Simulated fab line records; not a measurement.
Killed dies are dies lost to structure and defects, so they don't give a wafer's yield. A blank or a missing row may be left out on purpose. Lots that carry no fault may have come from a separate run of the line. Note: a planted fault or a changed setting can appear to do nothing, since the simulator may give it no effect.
Matching of chambers -- flow n5Finfet -- 3 sister chambers for N5_BEOL_M5_DEP_56 on pecvd-02
The step deposits SiCN from 3MS/NH3, target thk 8 nm, time 14 s. 6 wafers are shown with their chamber, then 8 later ones without.

## WAFERS PAIRED WITH THEIR CHAMBERS
wafer,chamber,throttleValvePct (%),showerheadPlenumPTorr (Torr)
L815.4,1,9.7,3.662
L815.5,0,9.7,3.663
L818.3,0,9.4,3.668
L818.5,1,9.4,3.668
L818.6,2,8.2,3.657
L819.1,2,8.3,3.675

## WAFERS WITH NO CHAMBER GIVEN
wafer,throttleValvePct (%),showerheadPlenumPTorr (Torr)
L819.2,9.6,3.666
L819.6,9.1,3.670
L823.1,9.4,3.666
L823.4,9.4,3.655
L823.5,8.1,3.675
L824.1,8.3,3.678
L824.2,9.5,3.650
L824.3,9.5,3.663

## EACH ONE'S CHAMBER
wafer,from the rows above,in truth
L819.2,can't be placed: 0 or 1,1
L819.6,can't be placed: 0 or 1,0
L823.1,can't be placed: 0 or 1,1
L823.4,can't be placed: 1 or 0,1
L823.5,2,2
L824.1,2,2
L824.2,can't be placed: 1 or 0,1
L824.3,can't be placed: 1 or 0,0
Placed correctly: 2 of 8. These rows do not allow placing 6 (true chamber among the candidates in 6). 0 placed wrongly.
How it was worked out, from the rows above alone: a wafer's distance from a chamber is the root of the sum, over the readings, of the square of ((its reading less the chamber's mean) divided by the reading's scatter). If the next closest chamber is less than 2 further off than the closest, the wafer can't be placed; otherwise it belongs to the closest. The mean given for a chamber averages the wafers shown for that chamber. How the scatter is found: for the shown wafers, subtract from each reading the mean of its chamber, square and add these, divide the total by (wafers less chambers), then take the root.
